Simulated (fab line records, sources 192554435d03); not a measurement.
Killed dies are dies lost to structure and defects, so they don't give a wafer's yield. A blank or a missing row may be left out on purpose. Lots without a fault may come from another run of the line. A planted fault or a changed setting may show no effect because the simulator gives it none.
Which tool did it? | flow n5_finfet | 24 lots, 72 wafers sampled, at 6 steps of a route of 1938

WHAT THE GAUGES READ, wafer by wafer
N5_BEOL_M3_THK_MEAS_01.
lot  | measured     | on            | M3_ILD_THK (nm)
L074 | day 7 10:42  | film_metro-02 | 76.7 78.1 77.6
L075 | day 7 19:40  | film_metro-02 | 77.8 79.5 79.7
L076 | day 8 00:29  | film_metro-01 | 79.5 80.2 79.4
L077 | day 8 00:46  | film_metro-02 | 78.1 79.7 79.4
L078 | day 8 02:23  | film_metro-02 | 77.6 79.4 78.5
L079 | day 8 14:24  | film_metro-02 | 79.9 80.0 78.9
L080 | day 8 23:18  | film_metro-01 | 77.2 77.9 78.0
L081 | day 9 03:52  | film_metro-02 | 77.8 79.1 79.5
L082 | day 9 11:43  | film_metro-01 | 78.8 78.1 79.9
L083 | day 9 15:04  | film_metro-01 | 78.0 77.5 79.6
L085 | day 9 17:45  | film_metro-01 | 78.1 79.7 78.7
L084 | day 10 01:32 | film_metro-02 | 78.9 78.1 79.9
L088 | day 10 08:28 | film_metro-02 | 78.8 77.6 81.0
L086 | day 10 08:46 | film_metro-02 | 77.5 78.3 78.9
L087 | day 10 23:29 | film_metro-02 | 75.9 78.1 78.1
L089 | day 11 01:52 | film_metro-02 | 76.2 80.1 78.0
L090 | day 11 08:08 | film_metro-01 | 78.3 76.8 77.2
L091 | day 11 13:39 | film_metro-02 | 77.5 78.8 80.1
L092 | day 12 03:29 | film_metro-02 | 78.4 78.8 79.9
L094 | day 12 06:04 | film_metro-02 | 78.4 78.5 78.5
L093 | day 12 06:31 | film_metro-02 | 77.4 78.2 79.1
L096 | day 12 11:22 | film_metro-01 | 77.1 78.6 78.2
L095 | day 12 09:50 | film_metro-02 | 77.6 78.9 80.7
L097 | day 12 22:10 | film_metro-01 | 77.7 80.3 80.4

WHICH TOOL RAN EACH LOT (tool, then ch and the chambers of the sampled wafers, then the start)
lot  | N5_BEOL_M2_DEGAS_44          | N5_BEOL_M2_ANNEAL_82         | N5_BEOL_M2_ANNEAL_89         | N5_BEOL_M2_SPUTTER_90        | N5_BEOL_M2_ANNEAL_91
L074 | pvd_sputter-03, day 7 07:08  | pvd_sputter-01, day 7 08:17  | pvd_sputter-01, day 7 08:43  | pvd_sputter-01, day 7 08:52  | pvd_sputter-01, day 7 08:56
L075 | pvd_sputter-01, day 7 07:11  | pvd_sputter-02, day 7 08:17  | pvd_sputter-02, day 7 08:44  | pvd_sputter-02, day 7 17:50  | pvd_sputter-02, day 7 17:55
L076 | pvd_sputter-03, day 7 20:50  | pvd_sputter-02, day 7 22:04  | pvd_sputter-02, day 7 22:30  | pvd_sputter-02, day 7 22:38  | pvd_sputter-02, day 7 22:43
L077 | pvd_sputter-03, day 7 21:02  | pvd_sputter-01, day 7 22:16  | pvd_sputter-01, day 7 22:43  | pvd_sputter-01, day 7 22:51  | pvd_sputter-01, day 7 22:56
L078 | pvd_sputter-03, day 7 21:09  | pvd_sputter-02, day 7 23:56  | pvd_sputter-02, day 8 00:23  | pvd_sputter-02, day 8 00:31  | pvd_sputter-02, day 8 00:36
L079 | pvd_sputter-02, day 8 09:04  | pvd_sputter-01, day 8 11:59  | pvd_sputter-01, day 8 12:25  | pvd_sputter-01, day 8 12:34  | pvd_sputter-01, day 8 12:38
L080 | pvd_sputter-02, day 8 17:53  | pvd_sputter-01, day 8 20:52  | pvd_sputter-01, day 8 21:18  | pvd_sputter-01, day 8 21:26  | pvd_sputter-01, day 8 21:31
L081 | pvd_sputter-03, day 8 23:59  | pvd_sputter-02, day 9 01:24  | pvd_sputter-02, day 9 01:50  | pvd_sputter-02, day 9 01:59  | pvd_sputter-02, day 9 02:04
L082 | pvd_sputter-01, day 9 06:07  | pvd_sputter-03, day 9 08:00  | pvd_sputter-03, day 9 08:26  | pvd_sputter-03, day 9 08:35  | pvd_sputter-03, day 9 08:40
L083 | pvd_sputter-01, day 9 09:27  | pvd_sputter-03, day 9 12:38  | pvd_sputter-03, day 9 13:05  | pvd_sputter-03, day 9 13:13  | pvd_sputter-03, day 9 13:18
L085 | pvd_sputter-02, day 9 14:11  | pvd_sputter-02, day 9 15:20  | pvd_sputter-02, day 9 15:46  | pvd_sputter-02, day 9 15:55  | pvd_sputter-02, day 9 15:59
L084 | pvd_sputter-03, day 9 19:41  | pvd_sputter-03, day 9 22:41  | pvd_sputter-03, day 9 23:07  | pvd_sputter-03, day 9 23:16  | pvd_sputter-03, day 9 23:20
L088 | pvd_sputter-03, day 10 04:46 | pvd_sputter-02, day 10 06:00 | pvd_sputter-02, day 10 06:26 | pvd_sputter-02, day 10 06:35 | pvd_sputter-02, day 10 06:40
L086 | pvd_sputter-01, day 10 04:53 | pvd_sputter-03, day 10 06:04 | pvd_sputter-03, day 10 06:30 | pvd_sputter-03, day 10 06:38 | pvd_sputter-03, day 10 06:43
L087 | pvd_sputter-01, day 10 18:02 | pvd_sputter-01, day 10 21:03 | pvd_sputter-01, day 10 21:29 | pvd_sputter-01, day 10 21:38 | pvd_sputter-01, day 10 21:43
L089 | pvd_sputter-02, day 10 22:19 | pvd_sputter-02, day 10 23:26 | pvd_sputter-02, day 10 23:53 | pvd_sputter-02, day 11 00:01 | pvd_sputter-02, day 11 00:06
L090 | pvd_sputter-02, day 11 04:20 | pvd_sputter-03, day 11 05:43 | pvd_sputter-03, day 11 06:10 | pvd_sputter-03, day 11 06:18 | pvd_sputter-03, day 11 06:23
L091 | pvd_sputter-01, day 11 09:38 | pvd_sputter-01, day 11 11:05 | pvd_sputter-01, day 11 11:31 | pvd_sputter-01, day 11 11:40 | pvd_sputter-01, day 11 11:44
L092 | pvd_sputter-01, day 11 23:30 | pvd_sputter-02, day 12 00:40 | pvd_sputter-02, day 12 01:06 | pvd_sputter-02, day 12 01:14 | pvd_sputter-02, day 12 01:19
L094 | pvd_sputter-02, day 12 02:19 | pvd_sputter-03, day 12 03:32 | pvd_sputter-03, day 12 03:59 | pvd_sputter-03, day 12 04:07 | pvd_sputter-03, day 12 04:12
L093 | pvd_sputter-02, day 12 02:37 | pvd_sputter-02, day 12 04:04 | pvd_sputter-02, day 12 04:30 | pvd_sputter-02, day 12 04:38 | pvd_sputter-02, day 12 04:43
L096 | pvd_sputter-01, day 12 05:55 | pvd_sputter-03, day 12 08:30 | pvd_sputter-03, day 12 08:56 | pvd_sputter-03, day 12 09:05 | pvd_sputter-03, day 12 09:10
L095 | pvd_sputter-03, day 12 06:04 | pvd_sputter-02, day 12 07:14 | pvd_sputter-02, day 12 07:41 | pvd_sputter-02, day 12 07:49 | pvd_sputter-02, day 12 07:54
L097 | pvd_sputter-03, day 12 18:17 | pvd_sputter-03, day 12 19:44 | pvd_sputter-03, day 12 20:11 | pvd_sputter-03, day 12 20:19 | pvd_sputter-03, day 12 20:24
- N5_BEOL_M2_DEGAS_44: time 60 s.
- N5_BEOL_M2_ANNEAL_82: time 240 s.
- N5_BEOL_M2_ANNEAL_89: time 240 s.
- N5_BEOL_M2_SPUTTER_90: material Cu, target thk 4.5 nm, time 8.29 s.
- N5_BEOL_M2_ANNEAL_91: time 240 s.

WHAT THE TOOLS THEMSELVES READ (means of the sampled wafers that have a number; where no wafer has one, the mark that the record gives instead)
N5_BEOL_M2_DEGAS_44.
lot  | tool           | heater_power_w (W)
L074 | pvd_sputter-03 | 343
L075 | pvd_sputter-01 | 386
L076 | pvd_sputter-03 | 367
L077 | pvd_sputter-03 | 367
L078 | pvd_sputter-03 | 342
L079 | pvd_sputter-02 | 346
L080 | pvd_sputter-02 | 334
L081 | pvd_sputter-03 | 368
L082 | pvd_sputter-01 | 379
L083 | pvd_sputter-01 | 393
L085 | pvd_sputter-02 | 345
L084 | pvd_sputter-03 | 371
L088 | pvd_sputter-03 | 357
L086 | pvd_sputter-01 | 397
L087 | pvd_sputter-01 | 388
L089 | pvd_sputter-02 | 339
L090 | pvd_sputter-02 | 339
L091 | pvd_sputter-01 | 367
L092 | pvd_sputter-01 | 373
L094 | pvd_sputter-02 | 344
L093 | pvd_sputter-02 | 340
L096 | pvd_sputter-01 | 377
L095 | pvd_sputter-03 | 354
L097 | pvd_sputter-03 | 349

N5_BEOL_M2_ANNEAL_82.
lot  | tool           | heater_power_w (W)
L074 | pvd_sputter-01 | 963
L075 | pvd_sputter-02 | 831
L076 | pvd_sputter-02 | 872
L077 | pvd_sputter-01 | 967
L078 | pvd_sputter-02 | 862
L079 | pvd_sputter-01 | 952
L080 | pvd_sputter-01 | 998
L081 | pvd_sputter-02 | 855
L082 | pvd_sputter-03 | 841
L083 | pvd_sputter-03 | 888
L085 | pvd_sputter-02 | 853
L084 | pvd_sputter-03 | 894
L088 | pvd_sputter-02 | 840
L086 | pvd_sputter-03 | 935
L087 | pvd_sputter-01 | 952
L089 | pvd_sputter-02 | 857
L090 | pvd_sputter-03 | 914
L091 | pvd_sputter-01 | 927
L092 | pvd_sputter-02 | 863
L094 | pvd_sputter-03 | 899
L093 | pvd_sputter-02 | 847
L096 | pvd_sputter-03 | 913
L095 | pvd_sputter-02 | 859
L097 | pvd_sputter-03 | 911

N5_BEOL_M2_ANNEAL_89.
lot  | tool           | heater_power_w (W)
L074 | pvd_sputter-01 | 973
L075 | pvd_sputter-02 | 826
L076 | pvd_sputter-02 | 872
L077 | pvd_sputter-01 | 950
L078 | pvd_sputter-02 | 852
L079 | pvd_sputter-01 | 954
L080 | pvd_sputter-01 | 983
L081 | pvd_sputter-02 | 859
L082 | pvd_sputter-03 | 841
L083 | pvd_sputter-03 | 890
L085 | pvd_sputter-02 | 860
L084 | pvd_sputter-03 | 903
L088 | pvd_sputter-02 | 816
L086 | pvd_sputter-03 | 925
L087 | pvd_sputter-01 | 940
L089 | pvd_sputter-02 | 838
L090 | pvd_sputter-03 | 934
L091 | pvd_sputter-01 | 913
L092 | pvd_sputter-02 | 843
L094 | pvd_sputter-03 | 915
L093 | pvd_sputter-02 | 857
L096 | pvd_sputter-03 | 914
L095 | pvd_sputter-02 | 860
L097 | pvd_sputter-03 | 905

N5_BEOL_M2_SPUTTER_90.
lot  | tool           | chamber_pressure_pa (Pa) | throttle_valve_pct (%)
L074 | pvd_sputter-01 | 0.06980                  | 30.0
L075 | pvd_sputter-02 | 0.06997                  | 29.3
L076 | pvd_sputter-02 | 0.07004                  | 29.2
L077 | pvd_sputter-01 | 0.06993                  | 30.3
L078 | pvd_sputter-02 | 0.07003                  | 29.5
L079 | pvd_sputter-01 | 0.06997                  | 30.5
L080 | pvd_sputter-01 | 0.06985                  | 29.7
L081 | pvd_sputter-02 | 0.06999                  | 28.8
L082 | pvd_sputter-03 | 0.07007                  | 30.3
L083 | pvd_sputter-03 | 0.06991                  | 30.2
L085 | pvd_sputter-02 | 0.06993                  | 29.2
L084 | pvd_sputter-03 | 0.06992                  | 30.1
L088 | pvd_sputter-02 | 0.07002                  | 29.2
L086 | pvd_sputter-03 | 0.07002                  | 29.7
L087 | pvd_sputter-01 | 0.06995                  | 29.3
L089 | pvd_sputter-02 | 0.07009                  | 29.2
L090 | pvd_sputter-03 | 0.07015                  | 29.8
L091 | pvd_sputter-01 | 0.06981                  | 30.6
L092 | pvd_sputter-02 | 0.06998                  | 29.4
L094 | pvd_sputter-03 | 0.06994                  | 29.2
L093 | pvd_sputter-02 | 0.07007                  | 29.4
L096 | pvd_sputter-03 | 0.07016                  | 29.5
L095 | pvd_sputter-02 | 0.06996                  | 30.0
L097 | pvd_sputter-03 | 0.06988                  | 29.6

N5_BEOL_M2_ANNEAL_91.
lot  | tool           | heater_power_w (W)
L074 | pvd_sputter-01 | 987
L075 | pvd_sputter-02 | 836
L076 | pvd_sputter-02 | 865
L077 | pvd_sputter-01 | 963
L078 | pvd_sputter-02 | 851
L079 | pvd_sputter-01 | 969
L080 | pvd_sputter-01 | 980
L081 | pvd_sputter-02 | 858
L082 | pvd_sputter-03 | 833
L083 | pvd_sputter-03 | 893
L085 | pvd_sputter-02 | 842
L084 | pvd_sputter-03 | 889
L088 | pvd_sputter-02 | 832
L086 | pvd_sputter-03 | 918
L087 | pvd_sputter-01 | 950
L089 | pvd_sputter-02 | 840
L090 | pvd_sputter-03 | 928
L091 | pvd_sputter-01 | 918
L092 | pvd_sputter-02 | 863
L094 | pvd_sputter-03 | 908
L093 | pvd_sputter-02 | 870
L096 | pvd_sputter-03 | 911
L095 | pvd_sputter-02 | 868
L097 | pvd_sputter-03 | 918

THE ANSWER, worked out from the rows above alone
Rule: what is usual is taken from the lots themselves. Put in order of their means at a reading, lots are off if they are a third of the lots or fewer, leave a main group of 4 or more, and stand apart from it by a gap of 3 or more times the standard deviation of the main group's means; of several such gaps the widest counts. A main group whose means are all the same, to the digits that the tables above print for the reading, isn't used. A lot without any number at a reading at which 4 lots or more have one is off too. The other lots that the step has rows for count as sound. The gauges are gone through in route order, then the tools' own readings, and for those a lot's mean is taken as printed above. The first step at which some lot is off is used, and at that step the reading that is off furthest; a lot without a number counts as furthest.
No lot is off at any reading shown: from this, nothing can be told.

WHAT THE SIMULATOR HAD PUT IN
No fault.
